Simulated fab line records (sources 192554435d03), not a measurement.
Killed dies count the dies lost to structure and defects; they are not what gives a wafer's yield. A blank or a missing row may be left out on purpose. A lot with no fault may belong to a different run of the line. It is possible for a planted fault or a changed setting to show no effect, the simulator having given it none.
One fault through the eyes of 3 desks | flow n5-finfet | numbers are kept per desk, each desk with only its own; the story behind them comes last

== THE METROLOGY DESK ==
Lot by lot, what the gauges showed, no matter which tool ran the lot: averages of those sampled wafers that carry a number. The brackets show how far a lot's mean lies from the usual mean; more than 4 standard deviations puts the lot out of limits, marked OUT.
Columns: A = cd-nm at N5_BEOL_M11_CD_MEAS_28, usual 69.7 nm; B = V10_OVL at N5_BEOL_M11_OVL_MEAS_29, usual 0.0 nm
lot  | first seen here | A    | B
L377 | day 12 13:23    | 69.2 | 0.7
L380 | day 13 04:44    | 70.7 | 0.4
L385 | day 14 03:00    | 70.1 | 1.3
L387 | day 14 09:07    | 70.8 | 0.4
L390 | day 15 14:49    | 69.0 | 0.8
L392 | day 15 21:25    | 69.5 | 0.3
This desk found nothing out of limits on any of the 6 lots.

== DESK OF THE TOOL OWNER: rie-diel-03 ==
The tool's own readings at N5_BEOL_M11_ETCH_66 (etches SOC in N2/H2, target depth 120 nm, overetch 24 nm, time 180 s): means of the sampled wafers that have a number, for each lot that ran on this tool. The brackets show how far a lot's mean lies from the usual mean; more than 4 standard deviations puts the lot out of limits, marked OUT.
Columns: A = chamber-pressure-mTorr at N5_BEOL_M11_ETCH_66, usual 30.006 mTorr; B = drypump-motor-current-A at N5_BEOL_M11_ETCH_66, usual 5.7 A; C = oes-product-au at N5_BEOL_M11_ETCH_66, usual 0.64 a.u.; D = rf-vpp-V at N5_BEOL_M11_ETCH_66, usual 523.8 V; E = run-length-s at N5_BEOL_M11_ETCH_66, usual 203.4 s; F = showerhead-plenum-p-Torr at N5_BEOL_M11_ETCH_66, usual 2.54 Torr; G = throttle-valve-pct at N5_BEOL_M11_ETCH_66, usual 17.76 %
lot  | first seen here | A      | B   | C    | D     | E                       | F    | G
L377 | day 12 13:50    | 30.005 | 6.2 | 0.63 | 523.7 | 203.1                   | 2.55 | 17.71
L385 | day 14 03:44    | 29.987 | 6.0 | 0.56 | 525.6 | 241.0 (+74) OUT         | 2.58 | 17.85
L390 | day 15 14:59    | 29.992 | 6.2 | 0.55 | 522.6 | 279.1 (+99 or more) OUT | 2.52 | 17.67
This desk finds L385, L390 out of limits, L385 being first, at day 14 03:44 (run-length-s at N5_BEOL_M11_ETCH_66). Within limits: L377.

== THE DEFECT DESK ==
Per lot, the means of the sampled wafers with a number show what the inspections along the route counted. The brackets show how far a lot's mean lies from the usual mean; more than 4 standard deviations puts the lot out of limits, marked OUT.
Columns: A = raw-defect-count at N5_BEOL_M11_INSPECT_30, usual 367
lot  | first seen here | A
L377 | day 12 13:27    | 400
L380 | day 13 04:47    | 451
L385 | day 14 03:04    | 405
L387 | day 14 09:10    | 486
L390 | day 15 14:53    | 357
L392 | day 15 21:28    | 462
This desk found nothing out of limits on any of the 6 lots.

== ALL TOGETHER ==
At day 14 03:44, on L385, L390, the tool owner's desk was in a position to raise an alarm.
From the metrology desk's view, nothing was out of limits.
The defect desk saw nothing out of limits.
The metrology desk has L385, L390 on record, within its limits.
The defect desk has L385, L390 on record, within its limits.
Of the lots named, all ran N5_BEOL_M11_ETCH_66 on rie-diel-03.

== WHAT HAD BEEN PUT IN BY THE SIMULATOR ==
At N5_BEOL_M11_ETCH_66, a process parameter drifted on rie-diel-03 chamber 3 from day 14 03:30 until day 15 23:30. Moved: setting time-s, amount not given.
Struck lots among those shown: L385, L390.
Hours from the fault's start to each desk's first reading out of limits: the tool owner's desk, 0.
